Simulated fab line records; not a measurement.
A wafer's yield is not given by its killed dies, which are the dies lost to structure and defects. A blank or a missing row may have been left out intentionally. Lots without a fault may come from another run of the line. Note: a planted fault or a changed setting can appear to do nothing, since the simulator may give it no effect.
Chamber matching | flow n5-finfet | 4 sister chambers for N5_MOL_CONTACT_COAG_ETCH_65 on rie-diel-01
The step etches underlayer in N2/H2, target depth 13 nm, time 10.4 s. 24 wafers are shown with their chamber, then 12 later ones without.

EACH WAFER AND ITS CHAMBER
wafer  | chamber | drypump-motor-current-A (A) | showerhead-plenum-p-Torr (Torr) | throttle-valve-pct (%)
L074.2 | 3       | 5.2                         | 2.49                            | 17.7
L074.4 | 0       | 5.1                         | 2.48                            | 17.4
L074.5 | 3       | 5.2                         | 2.49                            | 17.7
L079.1 | 0       | 5.1                         | 2.48                            | 17.4
L079.4 | 2       | 5.8                         | 2.53                            | 18.4
L079.6 | 3       | 5.2                         | 2.48                            | 17.8
L080.1 | 2       | 5.8                         | 2.53                            | 18.4
L080.2 | 3       | 5.2                         | 2.48                            | 17.7
L080.3 | 1       | 5.6                         | 2.60                            | 17.5
L080.4 | 0       | 5.1                         | 2.48                            | 17.4
L080.5 | 3       | 5.2                         | 2.48                            | 17.8
L080.6 | 0       | 5.1                         | 2.48                            | 17.5
L082.1 | 0       | 5.1                         | 2.47                            | 17.5
L082.2 | 2       | 5.8                         | 2.53                            | 18.4
L082.3 | 3       | 5.2                         | 2.48                            | 17.8
L082.4 | 1       | 5.6                         | 2.59                            | 17.5
L082.5 | 1       | 5.5                         | 2.59                            | 17.5
L082.6 | 2       | 5.8                         | 2.53                            | 18.4
L084.1 | 2       | 5.8                         | 2.53                            | 18.5
L084.5 | 1       | 5.6                         | 2.59                            | 17.5
L084.6 | 0       | 5.1                         | 2.47                            | 17.5
L090.3 | 3       | 5.2                         | 2.47                            | 17.8
L090.4 | 2       | 5.8                         | 2.52                            | 18.5
L090.6 | 1       | 5.6                         | 2.59                            | 17.6

SIGNATURES (averages over the wafers above)
reading                  | chamber 0 | chamber 1 | chamber 2 | chamber 3 | scatter within a chamber
drypump-motor-current-A  | 5.100     | 5.580     | 5.800     | 5.200     | 0.02
showerhead-plenum-p-Torr | 2.4767    | 2.5920    | 2.5283    | 2.4814    | 0.0054
throttle-valve-pct       | 17.450    | 17.520    | 18.433    | 17.757    | 0.0517
Rule: a wafer's distance from a chamber is the root of the sum, over the readings, of the square of ((its reading less the chamber's mean) divided by the reading's scatter). If the next closest chamber is less than 2 further off than the closest, the wafer can't be placed; otherwise it belongs to the closest. The scatter: the root of (the sum of the squares of (reading less its chamber's mean) over the shown wafers, divided by (wafers less chambers)).

WAFERS WITH NO CHAMBER GIVEN
wafer  | drypump-motor-current-A (A) | showerhead-plenum-p-Torr (Torr) | throttle-valve-pct (%)
L091.1 | 5.8                         | 2.52                            | 18.5
L091.3 | 5.0                         | 2.47                            | 17.5
L091.5 | 5.6                         | 2.59                            | 17.6
L096.1 | 5.2                         | 2.47                            | 17.8
L096.2 | 5.8                         | 2.52                            | 18.5
L096.5 | 5.1                         | 2.46                            | 17.5
L095.2 | 5.6                         | 2.58                            | 17.6
L095.3 | 5.1                         | 2.46                            | 17.5
L095.5 | 5.8                         | 2.52                            | 18.5
L097.2 | 5.1                         | 2.46                            | 17.5
L097.3 | 5.6                         | 2.58                            | 17.6
L097.6 | 5.2                         | 2.47                            | 17.8

WHICH CHAMBER EACH WENT THROUGH
wafer  | from the rows above | in truth
L091.1 | 2                   | 2
L091.3 | 0                   | 0
L091.5 | 1                   | 1
L096.1 | 3                   | 3
L096.2 | 2                   | 2
L096.5 | 0                   | 0
L095.2 | 1                   | 1
L095.3 | 0                   | 0
L095.5 | 2                   | 2
L097.2 | 0                   | 0
L097.3 | 1                   | 1
L097.6 | 3                   | 3
12 of 12 placed correctly. From these rows, 0 cannot be placed. Placed wrongly: 0.
